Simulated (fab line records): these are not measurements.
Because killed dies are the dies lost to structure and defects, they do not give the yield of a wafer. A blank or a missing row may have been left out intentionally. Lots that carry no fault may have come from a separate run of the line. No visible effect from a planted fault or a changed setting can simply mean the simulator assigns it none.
Chamber matching    flow n5_finfet    4 sister chambers for N5_FIN_SAQP_HM_OPEN_73 on rie_diel-01
The step chemistry CHF3/O2, target SiO2, stops on a-Si, target depth 12 nm, time 16.8 s. 4 wafers are shown with their chamber, then 11 later ones without.

## WAFERS, EACH WITH ITS CHAMBER
wafer   chamber  showerhead_plenum_p_Torr (Torr)
L077.2  2        2.48
L085.1  1        2.33
L085.2  0        2.51
L087.1  3        2.39

## WAFERS WHOSE CHAMBER IS MISSING
wafer   showerhead_plenum_p_Torr (Torr)
L087.3  2.33
L087.5  2.33
L088.2  2.33
L088.3  2.39
L088.6  2.33
L091.1  2.39
L091.3  2.47
L091.4  2.51
L096.4  2.50
L096.5  2.39
L096.6  2.47

## THE CHAMBER EACH PASSED THROUGH
wafer   from the rows above      in truth
L087.3  1                        1
L087.5  1                        1
L088.2  1                        1
L088.3  3                        3
L088.6  1                        1
L091.1  3                        3
L091.3  2                        2
L091.4  0                        0
L096.4  can't be placed: 0 or 2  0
L096.5  3                        3
L096.6  2                        2
10 of 11 placed correctly. Unplaceable from these rows: 1, with the true chamber sitting among the candidates in 1. Placed wrongly: 0.
How it was worked out, from the rows above alone: a wafer's distance from a chamber is the root of the sum, over the readings, of the square of ((its reading less the chamber's mean) divided by the reading's scatter). If the next closest chamber is less than 2 further off than the closest, the wafer can't be placed; otherwise it belongs to the closest. The mean given for a chamber averages the wafers shown for that chamber. The scatter: with one shown wafer a chamber, the root of the mean of the squares of how far each hidden wafer lies from its nearest shown one.
